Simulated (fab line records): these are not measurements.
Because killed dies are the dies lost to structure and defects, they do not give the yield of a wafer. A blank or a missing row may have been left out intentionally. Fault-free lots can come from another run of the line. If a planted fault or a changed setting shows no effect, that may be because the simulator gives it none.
Chamber matching    flow n5_finfet    N5_BEOL_M9_ETCH_66 on rie_diel-02 has 4 sister chambers
The step etches SOC in N2/H2, target depth 80 nm, overetch 16 nm, time 120 s. 20 wafers are shown with their chamber, then 10 later ones without.

== EACH WAFER AND ITS CHAMBER ==
wafer   chamber  drypump_motor_current_A (A)  showerhead_plenum_p_Torr (Torr)  throttle_valve_pct (%)
L074.1  3        5.8                          2.46                             18.14
L074.3  0        5.6                          2.48                             17.65
L074.5  3        5.8                          2.46                             18.15
L079.1  2        6.0                          2.63                             17.82
L079.3  3        5.8                          2.46                             18.16
L079.5  2        6.0                          2.63                             17.83
L078.1  0        5.6                          2.48                             17.63
L078.4  3        5.8                          2.46                             18.15
L078.6  2        6.0                          2.62                             17.83
L085.2  2        6.0                          2.62                             17.87
L085.3  1        6.3                          2.58                             17.64
L085.4  0        5.6                          2.47                             17.65
L089.2  1        6.3                          2.58                             17.66
L089.3  2        6.0                          2.61                             17.89
L089.5  3        5.8                          2.45                             18.19
L083.3  0        5.7                          2.47                             17.69
L083.4  3        5.8                          2.45                             18.22
L083.5  3        5.8                          2.45                             18.18
L087.1  2        6.0                          2.61                             17.89
L087.4  0        5.7                          2.47                             17.69

SIGNATURES (averages over the wafers above)
reading                   chamber 0  chamber 1  chamber 2  chamber 3  scatter within a chamber
drypump_motor_current_A   5.640      6.300      6.000      5.800      0.0274
showerhead_plenum_p_Torr  2.4740     2.5800     2.6200     2.4557     0.00657
throttle_valve_pct        17.6620    17.6500    17.8550    18.1700    0.0285
Rule: a wafer's distance from a chamber is the root of the sum, over the readings, of the square of ((its reading less the chamber's mean) divided by the reading's scatter). If the next closest chamber is less than 2 further off than the closest, the wafer can't be placed; otherwise it belongs to the closest. The scatter: take each reading less its chamber's mean, square it, sum over the shown wafers, divide by the number of wafers less the number of chambers, and take the root.

== WAFERS WITH NO CHAMBER GIVEN ==
wafer   drypump_motor_current_A (A)  showerhead_plenum_p_Torr (Torr)  throttle_valve_pct (%)
L087.6  5.7                          2.47                             17.71
L092.1  5.8                          2.44                             18.21
L092.2  6.0                          2.61                             17.89
L092.6  6.3                          2.57                             17.67
L097.1  6.3                          2.57                             17.70
L097.2  5.6                          2.46                             17.71
L097.5  6.3                          2.57                             17.70
L095.4  5.8                          2.44                             18.25
L095.5  6.0                          2.61                             17.91
L095.6  6.3                          2.57                             17.69

== CHAMBER TAKEN BY EACH ==
wafer   from the rows above  in truth
L087.6  0                    0
L092.1  3                    3
L092.2  2                    2
L092.6  1                    1
L097.1  1                    1
L097.2  0                    0
L097.5  1                    1
L095.4  3                    3
L095.5  2                    2
L095.6  1                    1
10 of 10 placed correctly. From these rows, 0 cannot be placed. Number placed wrongly: 0.
